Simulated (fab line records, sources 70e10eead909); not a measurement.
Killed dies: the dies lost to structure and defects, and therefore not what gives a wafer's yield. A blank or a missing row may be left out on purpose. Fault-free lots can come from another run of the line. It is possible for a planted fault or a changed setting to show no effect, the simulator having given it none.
Which tool did it? -- flow nand harc -- 13 lots, 39 wafers sampled, at 4 steps of a route of 1159

== WHAT THE GAUGES READ, wafer by wafer ==
NHARC_P_STI_INSPECT_25.
lot,measured,on,raw defect count
L740,day 3 11:23,defect inspect-01,190 112 161
L742,day 4 00:20,defect inspect-02,261 335 254
L743,day 4 08:49,defect inspect-01,140 83 127
L745,day 5 02:36,defect inspect-01,99 144 221
L747,day 5 10:41,defect inspect-02,221 158 340
L746,day 5 10:41,defect inspect-01,135 95 139
L748,day 5 18:31,defect inspect-02,237 714 442
L749,day 5 18:32,defect inspect-01,106 154 225
L750,day 6 06:29,defect inspect-01,231 176 295
L754,day 7 00:42,defect inspect-01,387 506 216
L752,day 7 00:42,defect inspect-02,172 148 189
L751,day 7 00:42,defect inspect-02,143 149 141
L755,day 7 14:45,defect inspect-02,284 141 250

NHARC_P_GATE_CD_MEAS_46: target cd 720 nm.
lot,measured,on,cd nm (nm)
L740,day 4 23:31,cd sem-03,718.8 716.9 718.4
L742,day 5 12:21,cd sem-01,719.5 721.4 720.8
L743,day 5 19:13,cd sem-01,719.7 719.6 719.0
L745,day 6 18:01,cd sem-01,718.0 717.2 720.6
L747,day 7 04:26,cd sem-01,717.1 717.4 716.0
L746,day 7 02:29,cd sem-03,719.3 718.8 718.5
L748,day 7 08:40,cd sem-01,717.1 719.4 717.6
L749,day 7 09:25,cd sem-03,719.5 719.9 719.9
L750,day 7 19:37,cd sem-02,718.9 720.0 717.9
L754,day 8 11:13,cd sem-02,719.2 720.3 720.6
L752,day 8 17:10,cd sem-02,680.4 680.0 680.6
L751,day 8 11:01,cd sem-02,717.2 717.7 718.8
L755,day 9 05:34,cd sem-01,723.0 720.8 721.3

NHARC_P_GATE_CD_MEAS_59: target cd 720 nm.
lot,measured,on,cd nm (nm)
L740,day 5 01:11,cd sem-02,718.8 720.1 719.1
L742,day 5 14:07,cd sem-03,720.9 720.5 722.1
L743,day 5 20:54,cd sem-02,717.9 719.6 717.7
L745,day 6 19:46,cd sem-02,716.1 718.1 716.3
L747,day 7 06:32,cd sem-02,720.3 720.7 720.7
L746,day 7 04:16,cd sem-03,720.2 719.6 719.2
L748,day 7 10:52,cd sem-03,719.5 720.2 720.3
L749,day 7 11:13,cd sem-03,719.6 720.1 721.1
L750,day 7 21:23,cd sem-03,719.8 721.3 719.7
L754,day 8 13:02,cd sem-01,718.5 718.2 720.0
L752,day 8 18:55,cd sem-01,721.3 721.2 721.9
L751,day 8 12:49,cd sem-03,721.6 720.5 720.7
L755,day 9 07:23,cd sem-03,721.0 719.3 721.0

== TOOL THAT RAN EACH LOT (tool first, then ch and the chambers of the sampled wafers, then the start) ==
lot,NHARC_P_GATE_EXPOSE_43
L740,"krf scanner-04 ch 0, day 4 23:22"
L742,"krf scanner-02 ch 0, day 5 12:12"
L743,"krf scanner-01 ch 0, day 5 19:04"
L745,"krf scanner-04 ch 0, day 6 17:52"
L747,"krf scanner-02 ch 0, day 7 04:17"
L746,"krf scanner-04 ch 0, day 7 02:20"
L748,"krf scanner-04 ch 0, day 7 08:30"
L749,"krf scanner-04 ch 0, day 7 09:16"
L750,"krf scanner-04 ch 0, day 7 19:28"
L754,"krf scanner-04 ch 0, day 8 11:04"
L752,"krf scanner-02 ch 0, day 8 17:01"
L751,"krf scanner-02 ch 0, day 8 10:52"
L755,"krf scanner-01 ch 0, day 9 05:25"
- NHARC_P_GATE_EXPOSE_43: exposes mask P NSD, target cd 720 nm.

== AS READ BY THE TOOLS THEMSELVES (means over the sampled wafers that have a number; for cases with no such wafer, the mark the record gives instead) ==
The record holds no such reading with a usual standard deviation.

== THE ANSWER, worked out from the rows above alone ==
Rule: usual is defined by the lots themselves. The widest of any qualifying gaps counts: lots, ordered by their means at a reading, are off when they make up no more than a third of the lots, leave a main group of 4 or more, and stand apart from it by 3 or more times the standard deviation of that group's means. Not used: any main group whose means are identical at the precision the tables above print for the reading. A lot without any number at a reading at which 4 lots or more have one is off too. The other lots that the step has rows for count as sound. Order of review: gauges by route order, followed by the tools' own readings, for which a lot's mean as printed above is used. The first step at which some lot is off is used, and at that step the reading that is off furthest; a lot without a number counts as furthest.
Off: L752, at NHARC_P_GATE_CD_MEAS_46 (cd nm). For the main group the mean is 719.1 nm and the standard deviation 1.3.
A tool fits if, at a process step before that reading, it ran every lot that is off, and no sound lot after the first of them. Those tools and the gauges at NHARC_P_GATE_CD_MEAS_46 are tried in the same way. 2 tools fit, krf scanner-02 at NHARC_P_GATE_EXPOSE_43 and cd sem-02 at NHARC_P_GATE_CD_MEAS_46, so this cannot tell which one it is.

== WHAT THE SIMULATOR HAD PUT IN ==
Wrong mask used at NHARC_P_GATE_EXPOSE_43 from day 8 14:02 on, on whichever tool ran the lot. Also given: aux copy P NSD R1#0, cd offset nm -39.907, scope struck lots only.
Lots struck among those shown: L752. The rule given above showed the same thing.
